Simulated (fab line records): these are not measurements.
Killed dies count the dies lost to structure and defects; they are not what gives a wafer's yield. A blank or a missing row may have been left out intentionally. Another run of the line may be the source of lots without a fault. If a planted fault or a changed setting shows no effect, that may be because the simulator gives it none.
fab line records ; flow n5Finfet
[record] lots = 5; wafers = 15; lastDay = 18
route steps=1938 shown BEOL_M13@1693
lots with no fault: from the same line, run without faults
startH: hours from the record's first day to the start of the lot's first wafer shown ; waitH: hours elapsed since this lot's preceding step ; " identical to the entry in the row above ; L1.1+2: a single row standing in for several wafers ; - no value, or no start was given ; * or withheld: withheld ; < > ~ a bound
route shown NAME@n: a module of which the file shows steps, and the number in the route of the first ; usual: the fault-free wafers' mean and standard deviation ; same: alike in all rows ; chamber/n: place in a boat ; sites: readings site by site ; _std_site: the standard deviation of these ; _edge_site: the outer-site mean with the inner-site mean subtracted ; radiusMm: how far each site lies from the wafer's centre ; mask NAME#n: copy n ; behind: the last tool/chamber to shape the wafer ; hold: the reason the lot was held/the length of the hold in hours/how it ended ; device: which transistor (n, p or np) failed to switch ; end of line: tests run on the same wafers once the route is complete ; a step without rows: its recipe alone ; killed: dies that structure and defects cost at the first sort, which is not the same as the wafer's yield ; map: a wafer's dies, marking killed ones x, the rest . and places with no die _
set.NAME: the setting the step ran with; set.NAME@STEP: the setting that earlier step ran with ; model.NAME: the simulator's own value behind a step, which no gauge read
a table for each step, a row for each wafer; lots at some steps of the route
services: the hour from which a tool's chamber was out of use, counted from the record's first day as startH (under 0 if before that day), plus the number of hours and why
[[steps]]
[step N5_BEOL_M13_ETCH_67]
[recipe] chemistry = CF4; target = SiARC; targetDepthA = 1430; timeS = 238.3; ionEnergyEv = 80; pressureMtorr = 40; sourceW = 545; biasW = 36; Ar_flow_sccm = 100; cf4FlowSccm = 100; ends = cleared
[step N5_BEOL_M13_ETCH_68]
[recipe] chemistry = N2/H2; target = SOC; maskMaterial = SiARC; sourceW = 3000; biasW = 350; tempC = 40; timeS = 355; ionEnergyEv = 200; pressureMtorr = 30; n2FlowSccm = 200; h2FlowSccm = 200
[usual] drypumpMotorCurrentA = 5.7/0.32; oesProductAu = 0.78/0.079; rfVppV = 523/3.7; showerheadPlenumPTorr = 2.52/0.12; throttleValvePct = 17.9/0.33
lot.wafer;tool;chamber;startH;waitH;drypumpMotorCurrentA;oesProductAu;rfHoursCounterH;rfVppV;showerheadPlenumPTorr;throttleValvePct
L113.2;rieDiel-06;3;265.62;0.1;5.3;0.92;26;528;2.69;17.3
L113.3;rieDiel-06;1;265.62;0.1;5.9;0.74;160;518;2.34;18.2
L113.4;rieDiel-06;2;265.62;0.1;5.9;0.71;190;519;2.43;18.2
L125.1;rieDiel-02;2;340.45;0.1;5.5;0.73;161;521;2.43;17.7
L125.2;rieDiel-02;0;340.45;0.1;5.4;0.90;26;525;2.59;17.4
L125.5;rieDiel-02;0;340.45;0.1;5.4;0.90;-;525;2.59;17.4
L130.4;rieDiel-06;3;370.53;0.1;5.3;0.86;57;527;2.68;17.4
L130.5;rieDiel-06;2;370.53;0.1;5.9;0.68;-;521;2.41;18.2
L130.6;rieDiel-06;1;370.53;0.1;6.0;0.72;-;516;2.33;18.2
L132.2;rieDiel-06;2;371.08;0.1;5.9;0.69;219;521;2.41;18.3
L132.3;rieDiel-06;0;371.08;0.1;5.7;0.76;163;527;2.65;18.0
L132.5;rieDiel-06;1;371.08;0.1;6.0;0.72;-;517;2.33;18.2
L135.2;rieDiel-06;2;406.27;0.1;5.9;0.69;229;521;2.41;18.2
L135.3;rieDiel-06;0;406.27;0.1;5.7;0.76;171;527;2.65;18.0
L135.5;rieDiel-06;3;406.27;0.1;5.3;0.86;-;528;2.68;17.4
[step N5_BEOL_M13_STRIP_69]
[recipe] chemistry = N2/H2; tempC = 40; n2FlowSccm = 200; h2FlowSccm = 200; rfFrequencyHz = 6e+07
[step N5_BEOL_M13_TRENCH_ETCH_34]
[recipe] chemistry = C4F8/O2/Ar; target = SiOC; targetDepthA = 4134.7; maskMaterial = SOC; pressureMtorr = 30; sourceW = 3000; biasW = 700; Ar_flow_sccm = 400; C4F8_flow_sccm = 15; O2_flow_sccm = 8; heInnerTorr = 15; heOuterTorr = 30; timeS = 162.6; ionEnergyEv = 250
[step N5_BEOL_M13_STRIP_70]
[recipe] chemistry = C4F8/O2/Ar; resist = SiARC; rfFrequencyHz = 6e+07
[step N5_BEOL_M13_OCD_MEAS_35]
[usual] trenchDepthNm = 414/6
lot.wafer;tool;chamber;startH;waitH;trenchDepthNm
L113.2;ocd-01;-;266.02;0.0;424
L113.3;ocd-01;-;266.02;0.0;418
L113.4;ocd-01;-;266.02;0.0;409
L125.1;ocd-02;-;340.84;0.0;416
L125.2;ocd-02;-;340.84;0.0;420
L125.5;ocd-02;-;340.84;0.0;421
L130.4;ocd-02;-;370.93;0.0;420
L130.5;ocd-02;-;370.93;0.0;406
L130.6;ocd-02;-;370.93;0.0;416
L132.2;ocd-02;-;371.48;0.0;412
L132.3;ocd-02;-;371.48;0.0;410
L132.5;ocd-02;-;371.48;0.0;419
L135.2;ocd-01;-;406.67;0.0;409
L135.3;ocd-01;-;406.67;0.0;411
L135.5;ocd-01;-;406.67;0.0;423
[step N5_BEOL_M13_STRIP_37]
[recipe] chemistry = N2/H2; powerW = 1000; tempC = 250; h2Frac = 0.65; overashFraction = 0.3; pressureMtorr = withheld; n2FlowSccm = 1750; h2FlowSccm = 3250
[usual] drypumpMotorCurrentA = 5.4/0.45; heaterPowerW = 333/23; oesProductAu = 0.783/0.011
lot.wafer;tool;chamber;startH;waitH;drypumpMotorCurrentA;heaterPowerW;oesProductAu;rfHoursCounterH
L113.2;plasmaAsher-01;1;266.06;0.0;6.0;356;0.793;76
L113.3;plasmaAsher-01;0;266.06;0.0;5.0;335;0.775;-
L113.4;plasmaAsher-01;1;266.06;0.0;6.0;357;0.796;-
L125.1;plasmaAsher-02;1;340.88;0.0;5.0;343;0.782;136
L125.2;plasmaAsher-02;0;340.88;0.0;5.7;296;0.777;136
L125.5;plasmaAsher-02;0;340.88;0.0;5.8;295;0.783;-
L130.4;plasmaAsher-01;1;370.99;0.1;6.0;365;0.789;-
L130.5;plasmaAsher-01;1;370.99;0.1;5.9;360;0.771;-
L130.6;plasmaAsher-01;0;370.99;0.1;5.0;327;0.789;-
L132.2;plasmaAsher-01;1;371.83;0.3;6.0;358;0.811;99
L132.3;plasmaAsher-01;1;371.83;0.3;5.9;350;0.778;-
L132.5;plasmaAsher-01;1;371.83;0.3;6.0;358;0.808;-
L135.2;plasmaAsher-02;1;406.70;0.0;5.0;348;0.794;147
L135.3;plasmaAsher-02;1;406.70;0.0;5.0;345;0.772;-
L135.5;plasmaAsher-02;1;406.70;0.0;5.0;344;0.784;-
[step N5_BEOL_M13_ETCH_38]
[recipe] chemistry = CF4/N2; target = SiCN; targetDepthA = 675; taperDeg = 2; timeS = 71.9; ionEnergyEv = 150; maskMaterial = SiO2; pressureMtorr = 40; sourceW = 430; biasW = 70; Ar_flow_sccm = 100; cf4FlowSccm = 60; n2FlowSccm = 60
[step N5_BEOL_M13_PRECLEAN_39]
[recipe] chemistry = residueRemover; timeS = 60; tempC = 40
[step N5_BEOL_M13_SRD_40]
[recipe] timeS = 30; tempC = 23; rinseLiquid = diw; dry = n2Spin; spinRpm = 1500; dryTimeS = 30
[step N5_BEOL_M13_DEGAS_41]
[recipe] ambient = vacuum; tempC = 250; timeS = 60
[usual] heaterPowerW = 333/35
lot.wafer;tool;chamber;startH;waitH;heaterPowerW
L113.2;pvdSputter-03;-;267.28;0.5;366
L113.3;pvdSputter-03;-;267.28;0.5;330
L113.4;pvdSputter-03;-;267.28;0.5;361
L125.1;pvdSputter-01;-;342.48;0.9;284
L125.2;pvdSputter-01;-;342.48;0.9;374
L125.5;pvdSputter-01;-;342.48;0.9;377
L130.4;pvdSputter-03;-;371.38;0.0;334
L130.5;pvdSputter-03;-;371.38;0.0;360
L130.6;pvdSputter-03;-;371.38;0.0;326
L132.2;pvdSputter-03;-;373.96;1.9;333
L132.3;pvdSputter-03;-;373.96;1.9;370
L132.5;pvdSputter-03;-;373.96;1.9;350
L135.2;pvdSputter-01;-;409.09;0.4;383
L135.3;pvdSputter-01;-;409.09;0.4;287
L135.5;pvdSputter-01;-;409.09;0.4;378
[step N5_BEOL_M13_PRE_CLEAN_42]
[recipe] gas = H2/He; timeS = 30; tempC = 250
[usual] heaterPowerW = 332/35
lot.wafer;tool;chamber;startH;waitH;heaterPowerW
L113.2;pvdSputter-03;-;267.32;0.0;375
L113.3;pvdSputter-03;-;267.32;0.0;331
L113.4;pvdSputter-03;-;267.32;0.0;346
L125.1;pvdSputter-01;-;342.52;0.0;286
L125.2;pvdSputter-01;-;342.52;0.0;371
L125.5;pvdSputter-01;-;342.52;0.0;384
L130.4;pvdSputter-03;-;371.42;0.0;329
L130.5;pvdSputter-03;-;371.42;0.0;361
L130.6;pvdSputter-03;-;371.42;0.0;325
L132.2;pvdSputter-03;-;374.00;0.0;331
L132.3;pvdSputter-03;-;374.00;0.0;362
L132.5;pvdSputter-03;-;374.00;0.0;349
L135.2;pvdSputter-01;-;409.13;0.0;383
L135.3;pvdSputter-01;-;409.13;0.0;289
L135.5;pvdSputter-01;-;409.13;0.0;371
[step N5_BEOL_M13_SPUTTER_43]
[recipe] material = TaN; targetThkA = 150; tempC = 50; biasV = 168.6; powerW = 15000; chamberPressurePa = 0.12; timeS = 24.19
[usual] throttleValvePct = 30.1/1.1
lot.wafer;tool;chamber;startH;waitH;throttleValvePct;model.TaN_of_BEOL_M13_SPUTTER_43.thkNm
L113.2;pvdSputter-03;-;267.36;0.0;30.5;14.6
L113.3;pvdSputter-03;-;267.36;0.0;31.3;14.8
L113.4;pvdSputter-03;-;267.36;0.0;28.4;14.8
L125.1;pvdSputter-01;-;342.56;0.0;32.1;11.2
L125.2;pvdSputter-01;-;342.56;0.0;29.6;11.4
L125.5;pvdSputter-01;-;342.56;0.0;29.5;15
L130.4;pvdSputter-03;-;371.46;0.0;29.7;15.2
L130.5;pvdSputter-03;-;371.46;0.0;30.6;15
L130.6;pvdSputter-03;-;371.46;0.0;30.0;15.2
L132.2;pvdSputter-03;-;374.04;0.0;29.8;15
L132.3;pvdSputter-03;-;374.04;0.0;30.4;15
L132.5;pvdSputter-03;-;374.04;0.0;28.3;15.2
L135.2;pvdSputter-01;-;409.17;0.0;29.6;15.2
L135.3;pvdSputter-01;-;409.17;0.0;31.9;15
L135.5;pvdSputter-01;-;409.17;0.0;29.6;15.2
[step N5_BEOL_M13_SPUTTER_44]
[recipe] material = Ta; targetThkA = 100; tempC = 50; biasV = 80; powerW = 15000; chamberPressurePa = 0.07; timeS = 16.13
[step N5_BEOL_M13_SPUTTER_45]
[recipe] material = Cu; targetThkA = 800; tempC = -20; biasV = 60; powerW = 26000; chamberPressurePa = 0.13; timeS = 13.33
[usual] throttleValvePct = 30.1/1.1
lot.wafer;tool;chamber;startH;waitH;throttleValvePct
L113.2;pvdSputter-03;-;267.52;0.0;30.5
L113.3;pvdSputter-03;-;267.52;0.0;31.4
L113.4;pvdSputter-03;-;267.52;0.0;28.3
L125.1;pvdSputter-01;-;342.72;0.0;31.7
L125.2;pvdSputter-01;-;342.72;0.0;29.8
L125.5;pvdSputter-01;-;342.72;0.0;29.9
L130.4;pvdSputter-03;-;371.62;0.0;30.1
L130.5;pvdSputter-03;-;371.62;0.0;30.6
L130.6;pvdSputter-03;-;371.62;0.0;30.1
L132.2;pvdSputter-03;-;374.20;0.0;30.2
L132.3;pvdSputter-03;-;374.20;0.0;30.6
L132.5;pvdSputter-03;-;374.20;0.0;28.2
L135.2;pvdSputter-01;-;409.33;0.0;29.4
L135.3;pvdSputter-01;-;409.33;0.0;32.0
L135.5;pvdSputter-01;-;409.33;0.0;29.7
[step N5_BEOL_M13_ECD_47]
[recipe] material = Cu; targetThkA = 9360
[step N5_BEOL_M13_ANNEAL_48]
[recipe] tempC = 225; timeS = 90; ambient = N2
[step N5_BEOL_M13_CMP_49]
[recipe] stopOn = SiOC; tOverpolishS = 17.1; downForcePsi = 1; platenRpm = 50; clearingPlatenDownForcePsi = 1.5; clearingPlatenRpm = 50; postCmpClean = cuAlkaline; targetThkNm = 420; clearingPlatenPadVelocityMS = 0.99484; padVelocityMS = 0.99484
[usual] barrierFieldEndpointS = 30.1/0.65; edgeZonePressureFrac = 1.000/0.005; motorCurrentA = 6.0/0.69; retainingRingPressureFrac = 0.999/0.0054
lot.wafer;tool;chamber;startH;waitH;barrierFieldEndpointS;edgeZonePressureFrac;motorCurrentA;retainingRingPressureFrac
L113.4;cmp-01;1;268.28;0.1;28.8;1.005;5.9;1.001
L113.3;cmp-01;3;268.28;0.1;29.4;0.995;6.3;0.997
L113.2;cmp-01;0;268.28;0.1;29.0;1.005;5.8;0.994
L125.1;cmp-03;3;343.34;0.3;25.4;0.999;8.0;1.001
L125.2;cmp-03;0;343.34;0.3;24.8;0.996;5.8;0.996
L125.5;cmp-03;2;343.34;0.3;29.8;1.005;6.6;1.004
L130.4;cmp-02;2;372.64;0.1;29.4;0.998;5.3;0.999
L130.6;cmp-02;2;372.64;0.1;29.4;1.000;5.4;1.003
L130.5;cmp-02;3;372.64;0.1;30.0;0.992;5.7;0.999
L132.2;cmp-01;0;374.79;0.2;31.3;0.999;5.9;1.000
L132.3;cmp-01;1;374.79;0.2;31.1;1.002;6.2;0.992
L132.5;cmp-01;1;374.79;0.2;31.7;1.001;6.2;0.991
L135.3;cmp-01;0;409.98;0.2;29.6;1.005;5.6;0.994
L135.2;cmp-01;1;409.98;0.2;30.3;0.993;6.2;1.000
L135.5;cmp-01;1;409.98;0.2;29.6;0.995;6.0;1.010
[step N5_BEOL_M13_THK_MEAS_50]
[recipe] thkMeasGauge = xrf; reads = Cu_of_BEOL_M13_ECD_47
[usual] M13_THK = 426/7
lot.wafer;tool;chamber;startH;waitH;M13_THK[nm]
L113.2;filmMetro-01;-;268.57;-;443
L113.3;filmMetro-01;-;268.57;-;435
L113.4;filmMetro-01;-;268.57;-;426
L125.1;filmMetro-01;-;343.60;-;428
L125.2;filmMetro-01;-;343.60;-;434
L125.5;filmMetro-01;-;343.60;-;434
L130.4;filmMetro-02;-;372.94;-;431
L130.5;filmMetro-02;-;372.94;-;416
L130.6;filmMetro-02;-;372.94;-;425
L132.2;filmMetro-01;-;375.08;-;427
L132.3;filmMetro-01;-;375.08;-;424
L132.5;filmMetro-01;-;375.08;-;435
L135.2;filmMetro-02;-;410.28;-;421
L135.3;filmMetro-02;-;410.28;-;428
L135.5;filmMetro-02;-;410.28;-;436
[[services]]
tool;chamber;startH;hours;kind
cmp-03;-;243.11;0.5;repair
cmp-01;-;247.09;1.8;repair
cmp-02;-;247.15;4.0;pm
cmp-02;-;251.15;-;consumableReplace:conditioner
cmp-02;-;251.15;-;consumableReplace:pad
cmp-02;-;256.86;1.4;repair
cmp-01;-;268.50;4.0;pm
pvdSputter-03;-;271.86;1.3;repair
cmp-01;-;272.50;-;consumableReplace:conditioner
cmp-01;-;272.50;-;consumableReplace:pad
cmp-01;-;279.79;0.9;repair
cmp-01;-;306.65;1.1;repair
rieDiel-06;2;323.89;4.5;repair
cmp-02;-;326.83;0.7;repair
cmp-02;-;348.91;3.7;pm
cmp-03;-;350.81;3.5;repair
rieDiel-02;1;351.37;14.6;repair
cmp-02;-;352.96;1.1;repair
plasmaAsher-02;-;367.16;16.7;pm
plasmaAsher-01;-;389.86;2.8;pm
cmp-03;-;401.01;2.1;repair
cmp-03;-;407.75;0.5;repair
cmp-03;-;409.65;4.0;pm
[[key]]
[firstSign] step = N5_BEOL_M13_CMP_49; reading = barrierFieldEndpointS; direction = down; sigmas = 7.6; usual = 30.1; struck = 25.1
effect none on later readings
[modelEffect] step = N5_BEOL_M13_SPUTTER_43; value = TaN_of_BEOL_M13_SPUTTER_43.thkNm; without = 15; struck = 11.3
metAt N5_BEOL_M13_SPUTTER_43
struckWafers L125.1,L125.2
[fault] kind = processParameterDrift; tool = pvdSputter-01; chamber = -; onsetH = 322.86; steps = N5_BEOL_M13_SPUTTER_43; channel = timeS; offset = *; shape = step; endH = 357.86; scope = struckWafersOnly; actsIn = *; stated = *
